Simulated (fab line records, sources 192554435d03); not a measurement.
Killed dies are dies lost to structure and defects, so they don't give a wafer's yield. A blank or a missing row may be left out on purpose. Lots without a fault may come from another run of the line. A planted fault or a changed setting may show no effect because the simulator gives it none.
Split-lot experiment | flow n5_finfet | 7 lots, 21 wafers read, on a route of 1938 steps

THE SPLIT
At N5_BEOL_M0_SAQP_ETCH_107 (etches SiNx in CH3F/O2, target depth 30 nm), the setting bias_w was moved away from the recipe's 73 W on 8 of the 21 wafers read, by -16.7% to +16.2%. The other wafers ran this setting at the recipe's value.

The reading is taken at the split's own step.

THE READING
rf_vpp_V, in V, at N5_BEOL_M0_SAQP_ETCH_107 (etches SiNx in CH3F/O2, target depth 30 nm). Fault-free wafers of this fab line usually give 298 V, standard deviation 4.6 V.

wafer  | tool, chamber at the split | bias_w as run, W | against the recipe | rf_vpp_V, V | against lot-mates on the recipe
L074.1 | rie_diel-01, 3             | 73               | recipe             | 305         | -
L074.4 | rie_diel-01, 1             | 73               | recipe             | 299         | -
L074.5 | rie_diel-01, 3             | 73               | recipe             | 303         | -
L080.2 | rie_diel-06, 3             | 73               | recipe             | 297         | -
L080.3 | rie_diel-06, 1             | 84.85            | +16.2%             | 337         | +40
L080.6 | rie_diel-06, 0             | 84.85            | +16.2%             | 333         | +36
L088.1 | rie_diel-04, 3             | 79.58            | +9.0%              | 318         | +14
L088.3 | rie_diel-04, 1             | 73               | recipe             | 304         | -
L088.4 | rie_diel-04, 0             | 79.58            | +9.0%              | 327         | +23
L089.2 | rie_diel-04, 1             | 73               | recipe             | 302         | -
L089.4 | rie_diel-04, 2             | 73               | recipe             | 290         | -
L089.5 | rie_diel-04, 0             | 67.48            | -7.6%              | 287         | -9
L090.1 | rie_diel-01, 3             | 73               | recipe             | 305         | -
L090.4 | rie_diel-01, 0             | 73               | recipe             | 296         | -
L090.6 | rie_diel-01, 3             | 60.84            | -16.7%             | 263         | -38
L091.1 | rie_diel-01, 0             | 73               | recipe             | 298         | -
L091.2 | rie_diel-01, 3             | 73               | recipe             | 303         | -
L091.4 | rie_diel-01, 1             | 73               | recipe             | 298         | -
L095.2 | rie_diel-01, 0             | 65.25            | -10.6%             | 270         | -30
L095.4 | rie_diel-01, 3             | 65.25            | -10.6%             | 280         | -20
L095.5 | rie_diel-01, 1             | 73               | recipe             | 300         | -

THE FIT
A straight line over all 21 wafers: rf_vpp_V changes by +2.23 V for each +1% of bias_w; r = +0.97; the points scatter about the line by 4.3 V.
The same after taking each lot's own level away (the mean of its wafers on the recipe; 21 wafers): +2.23 V for each +1%; r = +0.98; scatter 4.1 V.
On that fit, the largest move of bias_w shifts the reading by 37 V.
The lots' own levels span 296.0 to 304.0 V, that is 1.7 times the standard deviation above.
So the lot-to-lot level changes the slope little: the two slopes agree.
Check: with one of the wafers moved furthest among these (-16.7%) left out of the fit, the line predicts -36.7 V for it against its lot-mates. It came out at -37.5 V against them.
Tool readings at the split's step, against how far the setting was moved: rf_vpp_V r = +0.97.

OTHER SPLITS ON THESE WAFERS
These wafers also went through other splits before the reading. Each is held against what the fit with the lots' levels taken away leaves over:
other split on the same wafers            | wafers away from the commonest value | r with rf_vpp_V (lot level and that fit taken away)
N5_BEOL_M0_SAQP_SPACER1_ALD_98 ald_cycles | 5                                    | +0.18

THE WHOLE CHAIN: every reading that the file lists as answering this split, in the file's order
step                     | what it does                               | reading                                                                        | change (the file's fit)              | r (the file's)
N5_BEOL_M0_SAQP_ETCH_107 | etches SiNx in CH3F/O2, target depth 30 nm | rf_vpp_V                                                                       | +2.21 V for each +1% of the setting  | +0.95
N5_BEOL_M0_SAQP_ETCH_107 | etches SiNx in CH3F/O2, target depth 30 nm | BEOL_M0_SAQP.feature_depth_nm (the simulator's own value, which no gauge read) | +0.11 nm for each +1% of the setting | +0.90

THE FILE'S OWN FIT
rf_vpp_V changes by +2.21 V for each +1% of bias_w, r = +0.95.
